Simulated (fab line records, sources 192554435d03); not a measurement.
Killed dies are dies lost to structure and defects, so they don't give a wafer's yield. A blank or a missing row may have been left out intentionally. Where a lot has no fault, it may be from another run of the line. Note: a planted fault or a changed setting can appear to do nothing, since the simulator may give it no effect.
2 desks, one fault || flow n5_finfet || only its own numbers are on each desk; what lay behind them is given at the end

## METROLOGY DESK
Lot by lot, what the gauges showed, no matter which tool ran the lot: averages of those sampled wafers that carry a number. The brackets show how far a lot's mean lies from the usual mean; more than 4 standard deviations puts the lot out of limits, marked OUT. Of its 10 readings 7 are shown: those that lie furthest out on some lot.
Columns: A = DIBL_P at N5_BEOL_M4_RC_MEAS_101, usual 35 mV/V; B = IOFF_P at N5_BEOL_M4_RC_MEAS_101, usual 0.20 nA/um; C = ION_P at N5_BEOL_M4_RC_MEAS_101, usual 462 uA/um; D = SS_N at N5_BEOL_M4_RC_MEAS_101, usual 71.2 mV/dec; E = SS_P at N5_BEOL_M4_RC_MEAS_101, usual 73.0 mV/dec; F = VT_N at N5_BEOL_M4_RC_MEAS_101, usual 252 mV; G = VT_P at N5_BEOL_M4_RC_MEAS_101, usual -251 mV
{"lot": "L286", "first seen here": "day 9 06:04", "A": 40, "B": 0.28, "C": 471, "D": 72.3, "E": 74.3, "F": 245, "G": -246}
{"lot": "L294", "first seen here": "day 10 21:43", "A": 33, "B": 0.16, "C": 456, "D": 71.2, "E": 72.1, "F": 251, "G": -258}
{"lot": "L298", "first seen here": "day 12 04:05", "A": 38, "B": 0.27, "C": 481, "D": 72.0, "E": 74.2, "F": 247, "G": -242}
{"lot": "L301", "first seen here": "day 13 04:31", "A": 34, "B": 0.17, "C": 454, "D": 70.5, "E": 72.2, "F": 256, "G": -254}
{"lot": "L302", "first seen here": "day 13 08:56", "A": 33, "B": 0.17, "C": 457, "D": 70.4, "E": 73.2, "F": 253, "G": -251}
This desk's finding: nothing out of limits on any of the 5 lots.

## AT THE TOOL OWNER'S DESK: rie_si-06
The tool's own readings at N5_BEOL_M0_SAQP_MANDREL_ETCH_20 (etches a-Si in HBr/Cl2, stops on SiNx, target depth 60 nm, bt time 10 s, time 30 s): means of the sampled wafers that have a number, for each lot that ran on this tool. The brackets show how far a lot's mean lies from the usual mean; more than 4 standard deviations puts the lot out of limits, marked OUT.
Columns: A = HBr_flow_sccm at N5_BEOL_M0_SAQP_MANDREL_ETCH_20, usual 150.0 sccm; B = drypump_motor_current_A at N5_BEOL_M0_SAQP_MANDREL_ETCH_20, usual 5.9 A; C = mfc_cl2_sccm at N5_BEOL_M0_SAQP_MANDREL_ETCH_20, usual 80.03 sccm; D = oes_product_au at N5_BEOL_M0_SAQP_MANDREL_ETCH_20, usual 0.779 a.u.; E = throttle_valve_pct at N5_BEOL_M0_SAQP_MANDREL_ETCH_20, usual 35.3 %
{"lot": "L286", "first seen here": "day 6 05:37", "A": 149.9, "B": 5.8, "C": 80.05, "D": 0.770, "E": 35.2}
{"lot": "L294", "first seen here": "day 8 04:50", "A": 149.5, "B": 5.6, "C": 80.14, "D": 0.783, "E": 35.2}
{"lot": "L298", "first seen here": "day 9 14:34", "A": 149.9, "B": 5.8, "C": 80.25, "D": 0.731, "E": 35.4}
{"lot": "L301", "first seen here": "day 10 14:34", "A": 149.9, "B": 5.8, "C": 79.88, "D": 0.738, "E": 35.4}
{"lot": "L302", "first seen here": "day 10 16:00", "A": 150.1, "B": 5.7, "C": 80.04, "D": "0.712 (-5.6) OUT", "E": 35.3}
This desk's verdict: out of limits on L302, starting with L302 at day 10 16:00 (oes_product_au at N5_BEOL_M0_SAQP_MANDREL_ETCH_20). L286, L294, L298, L301: within limits.

## ALL TOGETHER
An alarm could have come from the tool owner's desk at day 10 16:00, on L302.
Metrology desk: nothing out of limits seen.
The metrology desk has L302 on record, within its limits.
Of the lots named, all ran N5_BEOL_M0_SAQP_MANDREL_ETCH_20 on rie_si-06.

## WHAT THE SIMULATOR HAD PUT IN
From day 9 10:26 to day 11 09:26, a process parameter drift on rie_si-06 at N5_BEOL_M0_SAQP_MANDREL_ETCH_20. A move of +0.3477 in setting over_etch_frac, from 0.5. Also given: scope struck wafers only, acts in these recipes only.
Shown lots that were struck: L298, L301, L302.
Hours from the fault's start to each desk's first reading out of limits: the tool owner's desk, 30.
